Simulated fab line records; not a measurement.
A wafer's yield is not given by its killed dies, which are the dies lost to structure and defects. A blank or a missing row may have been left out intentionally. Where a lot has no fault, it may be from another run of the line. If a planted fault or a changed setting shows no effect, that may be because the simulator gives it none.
Check for tools in common / flow n5-finfet / Sampled: 14 lots, 36 wafers

## REASON FOR OPENING
On 4 of the 14 lots, a flag is raised at N5_BEOL_M6_CD_MEAS_11 on the reading cd-nm. No-fault wafers: 38.7 nm, standard deviation 0.44.
Rule: a lot is flagged when every wafer of it that has a number lies more than 4 standard deviations from that mean, or none has a number. The other lots count as sound.

lot=L614; measured=day 8 22:58; on=cd-sem-02; cd-nm (nm), wafer by wafer=38.8 38.4; flag=
lot=L616; measured=day 9 23:20; on=cd-sem-02; cd-nm (nm), wafer by wafer=39.0 38.2 39.2; flag=
lot=L617; measured=day 10 01:26; on=cd-sem-01; cd-nm (nm), wafer by wafer=34.3 34.0 33.9; flag=FLAGGED
lot=L618; measured=day 10 06:17; on=cd-sem-02; cd-nm (nm), wafer by wafer=35.6 35.8 35.5; flag=FLAGGED
lot=L619; measured=day 10 09:29; on=cd-sem-01; cd-nm (nm), wafer by wafer=35.1 35.4 35.8; flag=FLAGGED
lot=L621; measured=day 11 10:34; on=cd-sem-01; cd-nm (nm), wafer by wafer=36.4 36.7 36.7; flag=FLAGGED
lot=L623; measured=day 11 12:42; on=cd-sem-02; cd-nm (nm), wafer by wafer=39.1 39.0; flag=
lot=L622; measured=day 11 15:38; on=cd-sem-01; cd-nm (nm), wafer by wafer=39.2 39.3 39.1; flag=
lot=L626; measured=day 11 21:45; on=cd-sem-03; cd-nm (nm), wafer by wafer=38.5 38.7 38.6; flag=
lot=L630; measured=day 13 11:56; on=cd-sem-02; cd-nm (nm), wafer by wafer=38.7 38.6; flag=
lot=L632; measured=day 14 01:18; on=cd-sem-03; cd-nm (nm), wafer by wafer=39.2 38.3; flag=
lot=L633; measured=day 14 05:52; on=cd-sem-01; cd-nm (nm), wafer by wafer=37.9 38.4; flag=
lot=L634; measured=day 14 09:31; on=cd-sem-03; cd-nm (nm), wafer by wafer=38.9 39.2; flag=
lot=L635; measured=day 14 13:35; on=cd-sem-01; cd-nm (nm), wafer by wafer=38.6 39.2 38.6; flag=
The numbers of the flagged lots are 35.4 nm on average: -3.3 nm against the usual, or -7 standard deviations.

## WHICH TOOL EACH LOT WENT THROUGH
Before the reading, the record contains 2 process steps out of a 1938-step route. Each cell gives the tool, then ch followed by the chambers the sampled wafers passed through, then the start.
lot=L614; flag=; N5_BEOL_M5_CO_CAP_78=cvd-co-01 ch 0,2, day 8 20:37; N5_BEOL_M6_EXPOSE_08=arfi-scanner-01 ch 0, day 8 22:50
lot=L616; flag=; N5_BEOL_M5_CO_CAP_78=cvd-co-01 ch 0,2, day 9 21:38; N5_BEOL_M6_EXPOSE_08=arfi-scanner-01 ch 0, day 9 23:12
lot=L617; flag=FLAGGED; N5_BEOL_M5_CO_CAP_78=cvd-co-02 ch 0,1, day 9 23:14; N5_BEOL_M6_EXPOSE_08=arfi-scanner-01 ch 0, day 10 01:18
lot=L618; flag=FLAGGED; N5_BEOL_M5_CO_CAP_78=cvd-co-01 ch 1,2, day 10 03:29; N5_BEOL_M6_EXPOSE_08=arfi-scanner-01 ch 0, day 10 06:10
lot=L619; flag=FLAGGED; N5_BEOL_M5_CO_CAP_78=cvd-co-01 ch 1,2, day 10 06:32; N5_BEOL_M6_EXPOSE_08=arfi-scanner-01 ch 0, day 10 09:22
lot=L621; flag=FLAGGED; N5_BEOL_M5_CO_CAP_78=cvd-co-02 ch 0,1,2, day 11 07:04; N5_BEOL_M6_EXPOSE_08=arfi-scanner-01 ch 0, day 11 10:27
lot=L623; flag=; N5_BEOL_M5_CO_CAP_78=cvd-co-01 ch 0, day 11 09:50; N5_BEOL_M6_EXPOSE_08=arfi-scanner-03 ch 0, day 11 12:35
lot=L622; flag=; N5_BEOL_M5_CO_CAP_78=cvd-co-01 ch 0,1,2, day 11 12:41; N5_BEOL_M6_EXPOSE_08=arfi-scanner-03 ch 0, day 11 15:31
lot=L626; flag=; N5_BEOL_M5_CO_CAP_78=cvd-co-02 ch 0,1,2, day 11 18:55; N5_BEOL_M6_EXPOSE_08=arfi-scanner-02 ch 0, day 11 21:37
lot=L630; flag=; N5_BEOL_M5_CO_CAP_78=cvd-co-02 ch 1, day 13 09:01; N5_BEOL_M6_EXPOSE_08=arfi-scanner-02 ch 0, day 13 11:49
lot=L632; flag=; N5_BEOL_M5_CO_CAP_78=cvd-co-01 ch 0,2, day 13 22:52; N5_BEOL_M6_EXPOSE_08=arfi-scanner-03 ch 0, day 14 01:11
lot=L633; flag=; N5_BEOL_M5_CO_CAP_78=cvd-co-02 ch 0,1, day 14 04:08; N5_BEOL_M6_EXPOSE_08=arfi-scanner-03 ch 0, day 14 05:45
lot=L634; flag=; N5_BEOL_M5_CO_CAP_78=cvd-co-02 ch 0,1, day 14 06:55; N5_BEOL_M6_EXPOSE_08=arfi-scanner-03 ch 0, day 14 09:24
lot=L635; flag=; N5_BEOL_M5_CO_CAP_78=cvd-co-02 ch 0,1,2, day 14 11:34; N5_BEOL_M6_EXPOSE_08=arfi-scanner-03 ch 0, day 14 13:28
What is done by these steps:
- N5_BEOL_M5_CO_CAP_78: material Co, precursor CCTBA/H2, target thk 2 nm, time 102.1 s.
- N5_BEOL_M6_EXPOSE_08: exposes mask M6.
- N5_BEOL_M6_CD_MEAS_11: target cd 38.5 nm.

## FLAGGED OVER TOTAL, TOOL BY TOOL (the gauges that took the reading come last)
step=N5_BEOL_M5_CO_CAP_78; tool=cvd-co-01; lots run=7; flagged=2; share of the flagged lots=some; sound lots run after its first flagged lot=3 (L623,L622,L632)
step=N5_BEOL_M5_CO_CAP_78; tool=cvd-co-02; lots run=7; flagged=2; share of the flagged lots=some; sound lots run after its first flagged lot=5 (L626,L630,L633,L634,L635)
step=N5_BEOL_M6_EXPOSE_08; tool=arfi-scanner-01; lots run=6; flagged=4; share of the flagged lots=all; sound lots run after its first flagged lot=0
step=N5_BEOL_M6_EXPOSE_08; tool=arfi-scanner-02; lots run=2; flagged=0; share of the flagged lots=none; sound lots run after its first flagged lot=-
step=N5_BEOL_M6_EXPOSE_08; tool=arfi-scanner-03; lots run=6; flagged=0; share of the flagged lots=none; sound lots run after its first flagged lot=-
step=N5_BEOL_M6_CD_MEAS_11; tool=cd-sem-01; lots run=6; flagged=3; share of the flagged lots=some; sound lots run after its first flagged lot=3 (L622,L633,L635)
step=N5_BEOL_M6_CD_MEAS_11; tool=cd-sem-02; lots run=5; flagged=1; share of the flagged lots=some; sound lots run after its first flagged lot=2 (L623,L630)
step=N5_BEOL_M6_CD_MEAS_11; tool=cd-sem-03; lots run=3; flagged=0; share of the flagged lots=none; sound lots run after its first flagged lot=-

## WHAT IS ALLOWED BY THE TABLE
1 row of the table ran every flagged lot: arfi-scanner-01 at N5_BEOL_M6_EXPOSE_08.
- arfi-scanner-01 at N5_BEOL_M6_EXPOSE_08 ran 6 lots, 4 of them flagged. A fault beginning between L616 (day 9 23:12), its last sound lot, and L617 (day 10 01:18), its first flagged one, fits the data. Its own readings (exposure-dose-mJ-cm2) fall more than 4 standard deviations out on all wafers of the flagged lots.
arfi-scanner-01 at N5_BEOL_M6_EXPOSE_08 is the single tool remaining.

## WHAT HAD BEEN PUT IN BY THE SIMULATOR
Process parameters drifting: arfi-scanner-01 at N5_BEOL_M6_EXPOSE_08, beginning at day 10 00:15. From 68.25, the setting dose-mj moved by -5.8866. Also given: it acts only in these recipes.
Shown lots that were struck: L617, L618, L619, L621. The same result came from the rule above.
